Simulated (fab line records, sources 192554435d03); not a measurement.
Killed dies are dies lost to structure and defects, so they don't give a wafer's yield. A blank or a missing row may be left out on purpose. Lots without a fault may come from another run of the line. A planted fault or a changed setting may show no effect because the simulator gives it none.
fab line records | flow n5_finfet
record lots=5 wafers=14 last_day=17
route steps=1938 shown BEOL_M13@1694 BEOL_M14@1716 PASSIVATION@1936
lots that met no fault: from a run of the same line without faults
start_h: hours from the record's first day to the start of the lot's first wafer shown | wait_h: hours since the lot's step before | " the same as in the row above | L1.1+2: a row that stands for several wafers | - no value, or no start given | * or withheld: withheld | < > ~ a bound
route shown NAME@n: a module of which the file shows steps, and the number in the route of the first | usual: mean/standard deviation of fault-free wafers | same: alike in all rows | chamber/n: place in a boat | sites: the reading at each site | _std_site: their standard deviation | _edge_site: outer sites' mean less inner sites' | radius_mm: how far each site lies from the wafer's centre | mask NAME#n: copy n | behind: the tool/chamber that last shaped the wafer | hold: why the lot was held/for how many hours/how that ended | device: the transistor (n, p or np) that didn't switch | end of line: the same wafers' tests at the end of the route | a step without rows: its recipe alone | killed: dies lost to structure and defects at the first sort, not the wafer's yield | map: a wafer's dies, x killed, . not, _ none there
set.NAME: the setting as run; set.NAME@STEP: as run at that earlier step | model.NAME: the simulator's own value behind a step, which no gauge read
lots at some steps of the route; a table a step, a row a wafer
services: from which hour (start_h, from the record's first day; less than 0 if before it) a tool's chamber was out of use, for how many hours, and why
## steps
# step N5_BEOL_M13_ETCH_68
# recipe chemistry=N2/H2 target=SOC mask_material=SiARC source_w=3000 bias_w=350 temp_c=40 time_s=355 ion_energy_ev=200 pressure_mtorr=30 n2_flow_sccm=200 h2_flow_sccm=200
# step N5_BEOL_M13_STRIP_69
# recipe chemistry=N2/H2 temp_c=40 n2_flow_sccm=200 h2_flow_sccm=200 rf_frequency_hz=6e+07
# step N5_BEOL_M13_TRENCH_ETCH_34
# recipe chemistry=C4F8/O2/Ar target=SiOC target_depth_a=4134.7 mask_material=SOC pressure_mtorr=30 source_w=3000 bias_w=700 Ar_flow_sccm=400 C4F8_flow_sccm=15 O2_flow_sccm=8 he_inner_torr=15 he_outer_torr=30 time_s=162.6 ion_energy_ev=250
# step N5_BEOL_M13_STRIP_70
# recipe chemistry=C4F8/O2/Ar resist=SiARC rf_frequency_hz=6e+07
# step N5_BEOL_M13_OCD_MEAS_35
# usual trench_depth_nm=412/6.3
# columns lot.wafer tool chamber start_h wait_h trench_depth_nm
L748.1 ocd-01 - 242.70 0.0 412
L748.3 " - " " 424
L748.4 " - " " 423
L760.1 ocd-01 - 318.82 0.0 416
L760.3 " - " " 412
L760.5 " - " " 410
L767.2 ocd-02 - 360.48 0.0 410
L767.3 " - " " 410
L767.5 " - " " 408
L765.1 ocd-02 - 361.74 0.0 410
L765.5 " - " " 413
L770.1 ocd-02 - 373.29 0.0 411
L770.3 " - " " 403
L770.4 " - " " 413
# step N5_BEOL_M13_STRIP_37
# recipe chemistry=N2/H2 power_w=1000 temp_c=250 h2_frac=0.65 overash_fraction=0.3 pressure_mtorr=withheld n2_flow_sccm=1750 h2_flow_sccm=3250
# step N5_BEOL_M13_ETCH_38
# recipe chemistry=CF4/N2 target=SiCN target_depth_a=675 taper_deg=2 time_s=71.9 ion_energy_ev=150 mask_material=SiO2 pressure_mtorr=40 source_w=430 bias_w=70 Ar_flow_sccm=100 cf4_flow_sccm=60 n2_flow_sccm=60
# usual cf4_flow_sccm=60.01/0.18 drypump_motor_current_A=5.9/0.32 mfc_ar_sccm=100.0/0.3 oes_product_au=0.79/0.086 rf_vpp_V=382.7/1.9 showerhead_plenum_p_Torr=2.22/0.07 throttle_valve_pct=15.49/0.21
# columns lot.wafer tool chamber start_h wait_h cf4_flow_sccm drypump_motor_current_A mfc_ar_sccm oes_product_au rf_hours_counter_h rf_vpp_V showerhead_plenum_p_Torr throttle_valve_pct
L748.1 rie_diel-05 2 244.58 - 60.10 5.7 100.1 0.86 61 382.0 2.15 15.18
L748.3 " 0 " " 59.79 5.6 100.3 0.73 216 382.6 2.18 15.66
L748.4 " 3 " " 59.95 6.1 99.8 0.71 200 382.7 2.25 15.46
L760.1 rie_diel-02 2 319.38 - 59.96 6.1 99.1 0.91 35 385.1 2.35 15.32
L760.3 " 1 " " 60.13 6.6 99.8 0.70 210 381.9 2.18 15.68
L760.5 " 2 " " 59.98 6.1 99.5 0.91 - 384.7 2.35 15.31
L767.2 rie_diel-05 0 361.68 - 59.96 5.6 100.0 0.70 253 381.7 2.17 15.74
L767.3 " 3 " " 59.79 6.1 100.4 0.69 231 383.0 2.24 15.54
L767.5 " 2 " " 60.11 5.7 100.0 0.81 - 381.1 2.13 15.27
L765.1 rie_diel-01 2 361.90 - 60.05 5.6 99.6 0.81 86 382.4 2.23 15.24
L765.5 " 2 " " 59.83 5.6 99.8 0.82 - 381.7 2.23 15.27
L770.1 rie_diel-02 1 373.49 - 60.27 6.6 99.3 0.69 228 381.7 2.18 15.71
L770.3 " 0 " " 59.87 5.6 100.0 0.69 241 384.8 2.26 15.65
L770.4 " 2 " " 59.82 6.1 100.0 0.88 53 385.0 2.34 15.36
# step N5_BEOL_M13_PRECLEAN_39
# recipe chemistry=residue_remover time_s=60 temp_c=40
# step N5_BEOL_M13_SRD_40
# recipe time_s=30 temp_c=23 rinse_liquid=diw dry=n2_spin spin_rpm=1500 dry_time_s=30
# step N5_BEOL_M13_DEGAS_41
# recipe ambient=vacuum temp_c=250 time_s=60
# step N5_BEOL_M13_PRE_CLEAN_42
# recipe gas=H2/He time_s=30 temp_c=250
# step N5_BEOL_M13_SPUTTER_43
# recipe material=TaN target_thk_a=150 temp_c=50 bias_v=168.6 power_w=15000 chamber_pressure_pa=0.12 time_s=24.19
# usual throttle_valve_pct=30.0/0.93
# columns lot.wafer tool chamber start_h wait_h throttle_valve_pct
L748.1 pvd_sputter-01 - 244.89 0.0 29.8
L748.3 " - " " 30.4
L748.4 " - " " 27.2
L760.1 pvd_sputter-02 - 319.91 0.0 30.4
L760.3 " - " " 30.2
L760.5 " - " " 30.3
L767.2 pvd_sputter-01 - 362.37 0.0 30.7
L767.3 " - " " 27.3
L767.5 " - " " 30.5
L765.1 pvd_sputter-02 - 362.41 0.0 30.1
L765.5 " - " " 30.7
L770.1 pvd_sputter-01 - 373.77 0.0 29.9
L770.3 " - " " 30.5
L770.4 " - " " 30.4
# step N5_BEOL_M13_SPUTTER_44
# recipe material=Ta target_thk_a=100 temp_c=50 bias_v=80 power_w=15000 chamber_pressure_pa=0.07 time_s=16.13
# usual throttle_valve_pct=30.0/0.92
# columns lot.wafer tool chamber start_h wait_h throttle_valve_pct
L748.1 pvd_sputter-01 - 244.97 0.0 29.9
L748.3 " - " " 30.6
L748.4 " - " " 27.5
L760.1 pvd_sputter-02 - 319.99 0.0 30.5
L760.3 " - " " 30.5
L760.5 " - " " 30.3
L767.2 pvd_sputter-01 - 362.45 0.0 30.5
L767.3 " - " " 27.6
L767.5 " - " " 30.7
L765.1 pvd_sputter-02 - 362.49 0.0 30.3
L765.5 " - " " 30.8
L770.1 pvd_sputter-01 - 373.85 0.0 29.9
L770.3 " - " " 30.6
L770.4 " - " " 30.6
# step N5_BEOL_M13_SPUTTER_45
# recipe material=Cu target_thk_a=800 temp_c=-20 bias_v=60 power_w=26000 chamber_pressure_pa=0.13 time_s=13.33
# usual chuck_gas_flow_sccm=1.26/0.049 throttle_valve_pct=30.0/0.9
# columns lot.wafer tool chamber start_h wait_h chuck_gas_flow_sccm throttle_valve_pct
L748.1 pvd_sputter-01 - 245.05 0.0 1.29 29.9
L748.3 " - " " 1.26 30.6
L748.4 " - " " 1.25 27.6
L760.1 pvd_sputter-02 - 320.07 0.0 1.30 30.3
L760.3 " - " " 1.33 30.4
L760.5 " - " " 1.32 30.2
L767.2 pvd_sputter-01 - 362.53 0.0 1.30 30.8
L767.3 " - " " 1.29 27.8
L767.5 " - " " 1.29 30.1
L765.1 pvd_sputter-02 - 362.57 0.0 1.13 30.2
L765.5 " - " " 1.29 30.4
L770.1 pvd_sputter-01 - 373.93 0.0 1.29 29.9
L770.3 " - " " 1.31 30.7
L770.4 " - " " 1.26 30.9
# step N5_BEOL_M13_ECD_47
# recipe material=Cu target_thk_a=9360
# step N5_BEOL_M13_ANNEAL_48
# recipe temp_c=225 time_s=90 ambient=N2
# step N5_BEOL_M13_CMP_49
# recipe stop_on=SiOC t_overpolish_s=17.1 down_force_psi=1 platen_rpm=50 clearing_platen_down_force_psi=1.5 clearing_platen_rpm=50 post_cmp_clean=cu_alkaline target_thk_nm=420 clearing_platen_pad_velocity_m_s=0.99484 pad_velocity_m_s=0.99484
# step N5_BEOL_M13_THK_MEAS_50
# recipe thk_meas_gauge=xrf reads=Cu_of_BEOL_M13_ECD_47
# usual M13_THK=408/6.6
# columns lot.wafer tool chamber start_h wait_h M13_THK[nm]
L748.1 film_metro-01 - 246.19 - 408
L748.3 " - " " 418
L748.4 " - " " 419
L760.1 film_metro-02 - 321.03 - 409
L760.3 " - " " 406
L760.5 " - " " 403
L767.2 film_metro-02 - 363.40 - 407
L767.3 " - " " 405
L767.5 " - " " 404
L765.1 film_metro-01 - 363.46 - 403
L765.5 " - " " 408
L770.1 film_metro-01 - 374.89 - 405
L770.3 " - " " 395
L770.4 " - " " 408
# step N5_BEOL_M13_PRE_CLEAN_52
# recipe gas=NH3 time_s=15 temp_c=withheld rf_power_w=300
# step N5_BEOL_M13_DEP_53
# recipe material=SiCN target_thk_a=500 temp_c=withheld precursor=3MS/NH3 pressure_torr=3 rf_w=675 time_s=17.8
# step N5_BEOL_M13_RS_MEAS_54
# recipe thk_meas_gauge=four-point-probe reads=Cu_of_BEOL_M13_ECD_47+Ta_of_BEOL_M13_SPUTTER_44+TaN_of_BEOL_M13_SPUTTER_43
# usual M13_RS=0.0451/0.00073
# columns lot.wafer tool chamber start_h wait_h M13_RS[ohm/sq]
L748.1 film_metro-02 - 246.32 0.0 0.0452
L748.3 " - " " 0.0440
L748.4 " - " " 0.0440
L760.1 film_metro-01 - 321.16 0.0 0.0444
L760.3 " - " " 0.0450
L760.5 " - " " 0.0453
L767.2 film_metro-02 - 363.53 0.1 0.0453
L767.3 " - " " 0.0456
L767.5 " - " " 0.0458
L765.1 film_metro-01 - 363.59 0.0 0.0453
L765.5 " - " " 0.0449
L770.1 film_metro-01 - 375.02 0.0 0.0453
L770.3 " - " " 0.0463
L770.4 " - " " 0.0448
# step N5_BEOL_M14_ILD_DEP_00
# recipe material=SiO2 target_thk_a=11193 temp_c=400 precursor=TEOS/O2 pressure_torr=6.5 rf_w=900 teos_flow_sccm=161.4 gas=O2 flow_sccm=2650 time_s=237.4
# step N5_BEOL_M14_THK_MEAS_01
# recipe reads=SiO2_of_BEOL_M14_ILD_DEP_00
# usual M14_ILD_THK=1124/14
# columns lot.wafer tool chamber start_h wait_h M14_ILD_THK[nm]
L748.1 film_metro-01 - 246.57 0.1 1122
L748.3 " - " " 1112
L748.4 " - " " 1112
L760.1 film_metro-01 - 321.41 0.1 1117
L760.3 " - " " 1107
L760.5 " - " " 1129
L767.2 film_metro-02 - 363.78 0.1 1109
L767.3 " - " " 1129
L767.5 " - " " 1137
L765.1 film_metro-02 - 363.85 0.1 1110
L765.5 " - " " 1127
L770.1 film_metro-02 - 375.28 0.1 1116
L770.3 " - " " 1113
L770.4 " - " " 1132
# step N5_BEOL_M14_COAT_58
# recipe resist=BARC temp_c=205 time_s=60 spin_rpm=1500 resist_thk_nm=89
# step N5_BEOL_M14_COAT_04
# recipe spin_rpm=1704 resist_thk_nm=800
# step N5_BEOL_M14_EBR_06
# recipe solvent=PGMEA ebr_width_mm=1.5
# step N5_BEOL_M14_SOFTBAKE_05
# recipe temp_c=130 time_s=60
# step N5_BEOL_M14_EXPOSE_07
# recipe mask_id=V13 na=0.8 source_shape=annular sigma_inner=0.5 sigma_outer=0.8 polarization=unpolarized attpsm_phase_deg=180 dose_mj=57
# step N5_BEOL_M14_PEB_08
# recipe peb_temp_c=130 peb_time_s=90
# step N5_BEOL_M14_DEVELOP_09
# recipe develop_time_s=45 rinse_liquid=diw dry=air_spin dev_temp_c=21
# step N5_BEOL_M14_HARDBAKE_14
# recipe temp_c=130 time_s=120
# step N5_BEOL_M14_CD_MEAS_10
# recipe target_cd_nm=250 landing_energy_ev=500 detector=se_inlens polarity=opening
# usual cd_nm=249.6/2.6
# columns lot.wafer tool chamber start_h wait_h cd_nm
L748.1 cd_sem-03 0 246.87 - 249.0
L748.3 " 0 " " 252.2
L748.4 " 0 " " 253.5
L760.1 cd_sem-01 0 321.84 - 246.4
L760.3 " 0 " " 246.4
L760.5 " 0 " " 251.8
L767.2 cd_sem-01 0 364.09 - 248.1
L767.3 " 0 " " 251.4
L767.5 " 0 " " 252.2
L765.1 cd_sem-02 0 364.28 - 249.8
L765.5 " 0 " " 250.6
L770.1 cd_sem-02 0 375.60 - 246.5
L770.3 " 0 " " 246.7
L770.4 " 0 " " 245.8
# step N5_BEOL_M14_OVL_MEAS_11
# recipe points_per_wafer=44
# usual V13_OVL=3/6.1
# columns lot.wafer tool chamber start_h wait_h V13_OVL[nm]
L748.1 overlay-02 0 246.91 0.0 6
L748.3 " 0 " " 6
L748.4 " 0 " " -5
L760.1 overlay-01 0 321.87 0.0 3
L760.3 " 0 " " 13
L760.5 " 0 " " 5
L767.2 overlay-02 0 364.12 0.0 5
L767.3 " 0 " " 11
L767.5 " 0 " " 9
L765.1 overlay-01 0 364.31 0.0 5
L765.5 " 0 " " 7
L770.1 overlay-01 0 375.63 0.0 6
L770.3 " 0 " " 7
L770.4 " 0 " " 5
# step N5_BEOL_M14_DESCUM_15
# recipe chemistry=O2 time_s=7.9 source_power_w=50 bias_power_w=20 pressure_mtorr=20 rf_frequency_hz=2.712e+07 temp_c=40 o2_flow_sccm=225
# step N5_BEOL_M14_ETCH_59
# recipe chemistry=N2/H2 target=BARC target_depth_a=890 overetch_a=267 time_s=67.9 ion_energy_ev=200 pressure_mtorr=30 source_w=840 bias_w=150 n2_flow_sccm=200 h2_flow_sccm=200
# step N5_BEOL_M14_VIA_ETCH_16
# recipe chemistry=C4F8/O2/Ar target=SiO2 he_inner_torr=15 he_outer_torr=30 target_depth_a=12313 time_s=withheld ion_energy_ev=800 pressure_mtorr=20 source_w=1905 bias_w=2040 Ar_flow_sccm=400 C4F8_flow_sccm=16 O2_flow_sccm=12 ends=cleared
# usual drypump_motor_current_A=6.0/0.4 mfc_ar_sccm=399.9/1.2 oes_product_au=0.71/0.08 rf_vpp_V=2217/64 showerhead_plenum_p_Torr=3.43/0.099 throttle_valve_pct=30.8/0.37
# columns lot.wafer tool chamber start_h wait_h drypump_motor_current_A mfc_ar_sccm oes_product_au rf_vpp_V showerhead_plenum_p_Torr throttle_valve_pct
L748.1 rie_diel-04 2 247.05 0.0 5.5 397.7 0.73 2220 3.35 30.8
L748.3 " 3 " " 6.3 401.5 0.62 2226 3.48 30.4
L748.4 " 0 " " 6.0 399.7 0.63 2144 3.25 30.6
L760.1 rie_diel-06 0 322.02 0.0 6.1 398.4 0.74 2127 3.62 31.1
L760.3 " 1 " " 6.6 401.2 0.79 2228 3.48 30.5
L760.5 " 0 " " 6.1 399.4 0.74 2129 3.62 31.1
L767.2 rie_diel-03 2 364.27 0.0 5.8 400.5 0.74 2267 3.51 31.4
L767.3 " 0 " " 6.5 400.6 0.72 2313 3.47 31.4
L767.5 " 2 " " 5.8 401.0 0.73 2267 3.51 31.4
L765.1 rie_diel-03 0 365.03 0.1 6.5 398.4 0.73 2314 3.47 31.4
L765.5 " 0 " " 6.5 398.0 0.73 2312 3.47 31.4
L770.1 rie_diel-06 1 375.78 0.0 6.7 399.3 0.76 2225 3.47 30.5
L770.3 " 2 " " 6.0 400.4 0.77 2131 3.35 30.8
L770.4 " 1 " " 6.6 399.6 0.76 2225 3.46 30.5
# step N5_BEOL_M14_STRIP_63
# recipe chemistry=O2 power_w=600 temp_c=60 pressure_mtorr=30 rf_frequency_hz=6e+07 bias_power_w=0 overash_fraction=0.3 o2_flow_sccm=225
# usual drypump_motor_current_A=6.0/0.4 oes_product_au=0.79/0.088 rf_vpp_V=3.7/0.85 showerhead_plenum_p_Torr=2.10/0.066 temp_c=59.99/0.12 throttle_valve_pct=16.67/0.19
# columns lot.wafer tool chamber start_h wait_h drypump_motor_current_A oes_product_au rf_hours_counter_h rf_vpp_V showerhead_plenum_p_Torr temp_c throttle_valve_pct
L748.1 rie_diel-04 2 - - 5.6 0.80 81 5.0 2.05 59.94 16.60
L748.3 " 3 " " 6.3 0.68 246 3.9 2.17 60.17 16.68
L748.4 " 0 " " 6.0 0.69 215 2.6 1.98 59.99 16.53
L760.1 rie_diel-06 0 - - 6.1 0.82 78 3.2 2.22 60.01 16.84
L760.3 " 1 " " 6.6 0.85 57 2.0 2.12 59.88 16.37
L760.5 " 0 " " 6.1 0.79 - 2.8 2.22 60.08 16.82
L767.2 rie_diel-03 1 - - 5.5 0.66 251 3.5 2.16 59.80 16.73
L767.3 " 2 " " 5.8 0.82 75 4.1 2.14 60.03 16.87
L767.5 " 1 " " 5.5 0.66 - 4.6 2.16 59.96 16.74
L765.1 rie_diel-03 0 - - 6.5 0.81 99 2.8 2.11 59.88 16.93
L765.5 " 0 " " 6.5 0.82 - 4.0 2.11 60.01 16.92
L770.1 rie_diel-06 1 - - 6.6 0.85 78 4.1 2.11 60.05 16.43
L770.3 " 2 " " 6.0 0.86 63 2.6 2.06 60.04 16.69
L770.4 " 1 " " 6.6 0.84 - 4.1 2.11 60.11 16.38
# step N5_BEOL_M14_STRIP_64
# recipe chemistry=O2 power_w=600 temp_c=60 pressure_mtorr=30 rf_frequency_hz=6e+07 bias_power_w=0 overash_fraction=0.3 o2_flow_sccm=225
# step N5_BEOL_M14_STRIP_71
# recipe chemistry=post_etch_residue_remover time_s=60 temp_c=25 remover_ph=withheld remover_water_wt_pct=withheld remover_fluoride_wt_pct=withheld
# step N5_BEOL_M14_SRD_72
# recipe time_s=30 temp_c=23 rinse_liquid=diw dry=n2_spin spin_rpm=1500 dry_time_s=30
# step N5_PASSIVATION_PROBE_49
# usual defect_limited_yield=91.2/1.5 killed_at_M0_to_M3=31/10 killed_at_M4_up=15/5.9 killed_at_contacts=13/6 killed_at_front_end=41/11 killed_at_other=4/3.1 killed_dies=104/18 killed_on_rim=14/4.1 killed_open=68/13 killed_short=33/8.1 sort_bin_5_function=5.1/1.1 sort_bin_6_memory=3.2/0.69 sort_n_pass=1076/18 sort_yield_pct=91.2/1.5
# same gross_dies=1180 killed_at_back_side=0 sort_bin_4_leakage[%]=0 sort_bin_8_speed[%]=0
# columns lot.wafer tool chamber start_h wait_h defect_limited_yield[%] killed_at_M0_to_M3 killed_at_M4_up killed_at_contacts killed_at_front_end killed_at_other killed_dies killed_on_rim killed_open killed_short sort_bin_5_function[%] sort_bin_6_memory[%] sort_n_pass sort_yield_pct[%]
L748.1 prober-02 - 275.47 0.9 91.7 29 17 8 37 7 98 16 61 37 4.9 3.1 1082 91.7
L748.3 prober-02 - 275.57 1.0 92.4 23 15 14 35 3 90 9 64 26 5.1 2.3 1090 92.4
L748.4 prober-02 - 275.62 1.0 92.7 18 20 10 33 5 86 8 55 31 3.9 3.1 1094 92.7
L760.1 prober-01 - 345.44 0.0 92.5 23 16 7 36 6 88 15 62 25 4.7 2.5 1092 92.5
L760.3 prober-01 - 345.54 0.1 91.2 33 18 7 44 2 104 22 74 24 4.6 3.6 1076 91.2
L760.5 prober-01 - 345.64 0.2 88.6 45 17 15 51 7 135 24 86 44 6.9 3.9 1045 88.6
L767.2 prober-01 - 390.01 0.1 93.5 32 13 5 24 3 77 6 57 18 3.9 2.3 1103 93.5
L767.3 prober-01 - 390.06 0.1 93.1 28 14 4 30 5 81 13 50 24 4.3 2.4 1099 93.1
L767.5 prober-01 - 390.16 0.2 91.2 36 7 18 43 0 104 14 67 34 5.8 2.8 1076 91.2
L765.1 prober-02 - 394.70 0.0 90.6 27 22 9 50 3 111 20 76 35 5.8 3.2 1069 90.6
L765.5 prober-02 - 394.90 0.2 79.1 21 159 8 53 6 247 32 80 37 12.5 4.7 933 79.1
L770.1 prober-01 - 406.55 0.0 89.0 44 16 6 61 3 130 16 83 45 6.4 4.3 1050 89.0
L770.3 prober-01 - 406.65 0.1 89.7 30 17 19 46 9 121 12 81 38 6.2 3.6 1059 89.7
L770.4 prober-01 - 406.70 0.2 89.8 23 21 17 55 4 120 20 73 44 5.6 4.1 1060 89.8
# killed by level:class
L748.1 FIN_SAQP:geometric_particle:open=19 MOL_CONTACT_COAG:geometric_particle:open=7 BEOL_M4:geometric_particle:open=7 BEOL_M3:geometric_particle:open=7 BEOL_M4:geometric_particle:short=7 FIN_SAQP:geometric_particle:short=6 BEOL_M0_SAQP:geometric_particle:short=6 BEOL_M0_SAQP:geometric_particle:open=6
L748.3 MOL_CONTACT_COAG:geometric_particle:open=11 FIN_SAQP:geometric_particle:open=10 FIN_SAQP:geometric_particle:short=9 BEOL_M3:geometric_particle:open=8 BEOL_M4:geometric_particle:open=6 STI_FIN_REVEAL:geometric_particle:open=5 MOL_CONTACT_COAG:geometric_particle:short=3 BEOL_M0_SAQP:geometric_particle:open=3
L748.4 BEOL_M3:geometric_particle:open=8 BEOL_M4:geometric_particle:open=7 FIN_SAQP:geometric_particle:open=6 MOL_CONTACT_COAG:geometric_particle:open=6 STARTING-WAFER:geometric_particle:short=6 FIN_SAQP:geometric_particle:short=4 MOL_CONTACT_COAG:geometric_particle:short=4 STARTING-WAFER:geometric_particle:open=4
L760.1 FIN_SAQP:geometric_particle:open=13 STI_FIN_REVEAL:geometric_particle:open=9 MOL_CONTACT_COAG:geometric_particle:open=6 GATE_CUT:geometric_particle:short=5 BEOL_M0:geometric_particle:open=5 BEOL_M4:geometric_particle:open=5 FIN_SAQP:geometric_particle:short=4 BEOL_M2:geometric_particle:open=4
L760.3 FIN_SAQP:geometric_particle:open=17 BEOL_M2:geometric_particle:open=15 BEOL_M4:geometric_particle:open=8 FIN_SAQP:geometric_particle:short=7 HKMG_FIN:area_etch=6 STI_FIN_REVEAL:geometric_particle:open=5 BEOL_M0:geometric_particle:open=5 BEOL_M5:geometric_particle:open=5
L760.5 BEOL_M2:geometric_particle:open=17 FIN_SAQP:geometric_particle:open=12 MOL_CONTACT_COAG:geometric_particle:open=12 BEOL_M4:geometric_particle:open=11 STI_FIN_REVEAL:geometric_particle:open=7 BEOL_M0_SAQP:geometric_particle:short=7 BEOL_M0_SAQP:geometric_particle:open=7 ILD0:geometric_particle:short=6
L767.2 BEOL_M3:geometric_particle:open=11 BEOL_M1:geometric_particle:open=7 BEOL_M4:geometric_particle:open=7 FIN_SAQP:geometric_particle:short=6 FIN_SAQP:geometric_particle:open=4 MOL_CONTACT_COAG:geometric_particle:open=4 BEOL_M0_SAQP:geometric_particle:short=4 BEOL_M0_SAQP:geometric_particle:open=3
L767.3 BEOL_M3:geometric_particle:open=8 BEOL_M0_SAQP:geometric_particle:open=7 MOL_CONTACT_COAG:geometric_particle:open=4 BEOL_M1:geometric_particle:open=4 BEOL_M5:geometric_particle:open=4 BEOL_M6:geometric_particle:open=3 GATE_CUT:geometric_particle:short=3 BEOL_M4:geometric_particle:open=3
L767.5 MOL_CONTACT_COAG:geometric_particle:open=16 BEOL_M0_SAQP:geometric_particle:short=12 BEOL_M0_SAQP:geometric_particle:open=10 FIN_SAQP:geometric_particle:open=9 GATE_CUT:geometric_particle:short=6 STI_FIN_REVEAL:geometric_particle:open=5 GATE_CUT:geometric_particle:open=5 BEOL_M0:geometric_particle:open=4
L765.1 FIN_SAQP:geometric_particle:open=15 BEOL_M4:geometric_particle:open=12 FIN_SAQP:geometric_particle:short=9 MOL_CONTACT_COAG:geometric_particle:open=9 STI_FIN_REVEAL:geometric_particle:open=7 BEOL_M2:geometric_particle:open=7 BEOL_M0_SAQP:geometric_particle:short=7 GATE_CUT:geometric_particle:open=5
L765.5 BEOL_M13:unspecified=130 BEOL_M4:geometric_particle:open=15 FIN_SAQP:geometric_particle:short=13 STI_FIN_REVEAL:geometric_particle:open=13 BEOL_M2:geometric_particle:open=13 FIN_SAQP:geometric_particle:open=10 MOL_CONTACT_COAG:geometric_particle:open=6 STARTING-WAFER:geometric_particle:short=5
L770.1 STI_FIN_REVEAL:geometric_particle:open=15 BEOL_M0_SAQP:geometric_particle:short=11 BEOL_M3:geometric_particle:open=11 GATE_CUT:geometric_particle:open=9 BEOL_M0_SAQP:geometric_particle:open=8 FIN_SAQP:geometric_particle:short=7 BEOL_M4:geometric_particle:open=7 DUMMY_GATE:geometric_particle:open=6
L770.3 MOL_CONTACT_COAG:geometric_particle:open=15 BEOL_M1:geometric_particle:open=7 GATE_CUT:geometric_particle:open=7 DUMMY_GATE:geometric_particle:open=6 GATE_CUT:geometric_particle:short=6 BEOL_M3:geometric_particle:open=6 STARTING-WAFER:geometric_particle:short=6 FIN_SAQP:geometric_particle:open=5
L770.4 FIN_SAQP:geometric_particle:open=12 BEOL_M4:geometric_particle:open=11 FIN_SAQP:geometric_particle:short=9 MOL_CONTACT_COAG:geometric_particle:open=9 GATE_CUT:geometric_particle:open=8 GATE_CUT:geometric_particle:short=8 STI_FIN_REVEAL:geometric_particle:open=6 MOL_CONTACT_COAG:geometric_particle:short=6
# map L765.5 (x killed, . not)
_________________xx.xxxxxxxxx________________
______________..xxxxxxxxxx.x...x_____________
___________..xxxxxxxxxxxxxxx..x...x__________
__________....xxxxxxxxxxxxx.x......._________
________x.....xxxxxxxxxxxxxxxx.x......_______
_______......xxxxxxxxxxxxxxxxx.....x...______
______........x..xxxxxxxxxx.x..........._____
_____.......xx.xxxxxxxxxxx.x.x........x..____
____......x..xx.x.xxxxxxxxxx...........x..___
___.....x.......x.x.xxx.xx..x......x.....x.__
___x.............x..x...xxx...x.........x..__
__......................x.................x._
__....x............x..x....................._
_..x..........x...x..x...............x.......
_...............x.x.x.....................x..
_.......xx............................x......
_x.x....xx.....x..x.x............xx..........
_......x....................xx.............x.
_...............x..........x.......x.........
_..xx........x.............x..x.x..x.....xx.x
_..........x.................................
__.............x...xx......x..x.x.....x....x_
__.......x.......x..........x.xx....x......x_
___x.....x................x.....x......x...__
___...x......xx.........xx.........x.......__
____x.x..............x...............x.x..___
_____.....x.............................x____
______..............x..xx.x..........x.x_____
_______.......x....x...................______
________x........x.......x.....x......_______
__________..................x...x..._________
___________...x.......x..x........x__________
______________.................._____________
_________________............________________
# map L760.5 (x killed, . not)
_________________......x..x..________________
______________x......x.........x_____________
___________x...........x......x....__________
__________..................x......._________
________.x......x................x...._______
_______x.........x....................x______
______....x..........x.xx..............._____
_____....................x.......x.......____
____...x..x.............x.xx..........x...___
___....x..............x.....xx.............__
___.x.x......x.................x.......xx..__
__..........xx...x....x.x......x............_
__.x............x.x.................x......._
_........x.....x.............x...............
_.x..........x..xx.....x.............x..x.xx.
_......................x.....................
_.....x...x.......x........x..x..x...x.......
_....x..x.................x.......x.........x
_...x...................x...............x....
_x.....x.x.x................x...x........x...
_.................x.x......xx...........x....
__.x.xx.x.............x........x.x.........._
__................................x........._
___...........x.x.x......x................x__
___.x...........x...............x..........__
____.......x......x...x..........x........___
_____.x..........x............x..........____
______............x..x..............x..._____
_______..............xx................______
________..xxx....x.................xx._______
__________.x...........xx......x..x._________
___________..x............x...xx..x__________
______________.......x.........._____________
_________________....xx.....x________________
## services
# columns tool chamber start_h hours kind
rie_diel-06 - 225.12 1.1 repair
rie_diel-02 1 230.86 7.7 repair
rie_diel-02 2 237.49 1.5 repair
rie_diel-04 3 261.32 - clean
rie_diel-04 3 261.32 - consumable_replace:focus_ring
rie_diel-04 3 261.32 18.6 scheduled_down
rie_diel-01 - 271.14 0.8 repair
rie_diel-04 - 273.17 0.6 repair
rie_diel-04 1 300.68 13.4 repair
rie_diel-05 2 301.90 1.7 repair
rie_diel-03 - 309.50 4.3 pm
rie_diel-04 0 318.84 5.6 repair
rie_diel-06 3 325.95 5.6 repair
rie_diel-05 3 343.35 14.3 repair
rie_diel-01 3 345.53 1.9 repair
rie_diel-02 - 350.58 7.0 repair
rie_diel-03 3 352.70 - clean
rie_diel-03 3 352.70 - consumable_replace:focus_ring
rie_diel-03 3 352.70 27.8 scheduled_down
rie_diel-03 3 352.70 27.8 vent_cycle
rie_diel-01 - 364.43 4.3 pm
rie_diel-06 3 365.82 - clean
rie_diel-06 3 365.82 - consumable_replace:focus_ring
rie_diel-05 1 368.75 8.7 repair
## key
first_sign step=N5_PASSIVATION_PROBE_49 reading=killed_at_M4_up direction=up sigmas=24 usual=15 struck=159
effect step=N5_PASSIVATION_PROBE_49 reading=killed_dies direction=up sigmas=8 usual=104 struck=247
more_kills_born_at N5_BEOL_M13_SPUTTER_44@pvd_sputter-02=130
met_at N5_BEOL_M13_SPUTTER_44
struck_wafers L765.5
onset_between 319.99 362.49
fault kind=chamber_particle_source tool=pvd_sputter-02 chamber=- onset_h=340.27 steps=N5_BEOL_M13_SPUTTER_44 rate_per_visit_cm2=1.361 scope=struck_wafers_only
